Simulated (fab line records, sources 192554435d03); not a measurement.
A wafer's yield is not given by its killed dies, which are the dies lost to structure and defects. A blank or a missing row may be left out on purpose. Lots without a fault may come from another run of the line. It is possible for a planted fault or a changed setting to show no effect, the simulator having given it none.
Struck lot and sound lot, side by side :: flow n5_finfet :: 38 steps out of a route of 1938
Sound: the wafers L812.1, L812.4, L812.5. Struck: wafer L817.6; the same lot's L817.3 was not struck, so it is left out; see the end for the cause.
Order at every step that has rows: each side's tool, ch and its chambers, its first start. Under that, the readings that differ: sound wafers :: struck wafers :: difference of the means :: sigmas: that difference in standard deviations of wafers without a fault.
alike: readings whose means differ by less than 2 such deviations, and words and numbers that are the same on both sides. not compared: withheld readings, readings that some wafer has no value for, bounds like >300 that may hide the same value, and numbers for which the record gives no deviation and whose values overlap.
A row with sigmas, a row that says differs or no value, or rows on one side alone: a step with any of these is where the two part. Numbers that don't overlap but have no deviation are shown without sigmas and don't part them. A reading missing from all wafers of one side parts the sides only when that side holds two or more wafers.

first, 10 steps without rows for these wafers: N5_HKMG_FIN_CMP_23 (polishes, stops on SiNx, t overpolish 10 s, target thk 46.326 nm); N5_HKMG_FIN_CMP_94 (polishes, stops on SiNx, t overpolish 4.7 s, target thk 43.299 nm); N5_GATE_CUT_ETCHBACK_00 (etches W in SF6/Cl2); N5_GATE_CUT_ETCH_56 (etches TiN in Cl2/Ar, target depth 21.6 nm); N5_GATE_CUT_ETCHBACK_30 (etches TiN in Cl2/Ar, target depth 3 nm); N5_GATE_CUT_VAPOR_ETCH_60 (etches HfO2 in BCl3/Cl2); N5_GATE_CUT_ETCH_58 (etches SiNx in CH3F/O2, target depth 17 nm, time 128.6 s); N5_GATE_CUT_STRIP_59 (strips in N2/H2, time 20 s); N5_GATE_CUT_PRECLEAN_31 (cleans in DIW, time 300 s); N5_GATE_CUT_SRD_32 (time 30 s).
N5_GATE_CUT_SAC_CAP_01: material SiNx, target thk 24 nm, pulse time 1 s, ald cycles 480.
  sound on ald_sin-03 ch 0,1,2, day 7 07:31; struck on ald_sin-03 ch 3, day 8 19:40
reading: susceptor_temp_C (C)
sound: 399.51 399.93 400.25
struck: 399.45
difference: -0.45
sigmas: -2
  alike: heater_power_w, precursor_pulse_height_rel
then, 25 steps without rows for these wafers: N5_GATE_CUT_PECVD_57 (deposits SiNx from SiH4/NH3/N2, target thk 21 nm); N5_GATE_CUT_CMP_02 (polishes, stops on SiO2, t overpolish 12.7 s, target thk 0 nm); N5_GATE_CUT_HM_DEP_46 (deposits SiO2 from TEOS/O2, target thk 130 nm, time 26.6 s); N5_GATE_CUT_COAT_34 (time 60 s, resist thk 60 nm); N5_GATE_CUT_COAT_35 (time 60 s, resist thk 10 nm); N5_GATE_CUT_COAT_27 (time 60 s, resist thk 10 nm); N5_GATE_CUT_COAT_07 (resist thk 30 nm); N5_GATE_CUT_EBR_09; N5_GATE_CUT_SOFTBAKE_08 (time 60 s); N5_GATE_CUT_EXPOSE_10 (exposes mask GATE CUT, target cd 20 nm); N5_GATE_CUT_PEB_11 (peb time 60 s); N5_GATE_CUT_DEVELOP_12 (develop time 30 s); N5_GATE_CUT_DESCUM_18 (chemistry O2, time 7 s); N5_GATE_CUT_ETCH_28 (etches underlayer in N2/H2, target depth 13 nm, time 10.4 s); N5_GATE_CUT_ETCH_36 (etches SiARC in CF4, target depth 13 nm, time 21.7 s); N5_GATE_CUT_ETCH_37 (etches SOC in N2/H2, target depth 60 nm, overetch 12 nm, time 90 s); N5_GATE_CUT_STRIP_38 (strips in N2/H2); N5_GATE_CUT_STRIP_39 (strips in N2/H2); N5_GATE_CUT_HM_OPEN_40 (chemistry C4F6/O2, target SiO2, target depth 139 nm, time 85.1 s); N5_GATE_CUT_STRIP_41 (strips in CF4); N5_GATE_CUT_STRIP_42 (strips in O2); N5_GATE_CUT_ETCH_19 (etches SiNx in CH3F/O2, target depth 53.7 nm, time 76.7 s); N5_GATE_CUT_CUT_ETCH_53 (etches W in SF6/Cl2, target depth 79.2 nm); N5_GATE_CUT_CUT_ETCH_54 (etches TiN in Cl2/BCl3, target depth 96.7 nm); N5_GATE_CUT_CUT_ETCH_55 (etches HfO2 in BCl3, target depth 3.2 nm).
N5_MOL_CONTACT_COAG_THK_MEAS_29:
  struck on film_metro-02, day 9 09:59; sound on film_metro-02, day 8 00:48
reading: MD_CAP_THK (nm)
sound: 17.97 17.96 18.03
struck: 14.19
difference: -3.80
sigmas: -46
-- a jump in the record: the struck wafers' starts before and after are 9 days apart (it breaks off in module MOL_CONTACT_COAG and resumes in module PASSIVATION, where the first step shown is number 1936 of the route) --
N5_PASSIVATION_PROBE_49:
  struck on prober-01, day 18 02:29; sound on prober-01, day 16 09:59
reading: killed_at_contacts
sound: 5 3 7
struck: 420
difference: +415
sigmas: +69

reading: killed_dies
sound: 117 106 91
struck: 494
difference: +389
sigmas: +20
  alike: killed_at_M0_to_M3, killed_at_M4_up, killed_at_front_end, killed_at_other, killed_open, killed_short

## WHERE THEY PART
Last at N5_PASSIVATION_PROBE_49 as far as this record goes, first at N5_GATE_CUT_SAC_CAP_01.

WHY: whatever the simulator had introduced
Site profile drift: ald_sin-03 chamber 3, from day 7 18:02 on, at N5_GATE_CUT_SAC_CAP_01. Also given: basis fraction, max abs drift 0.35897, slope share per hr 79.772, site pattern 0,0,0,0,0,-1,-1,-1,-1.
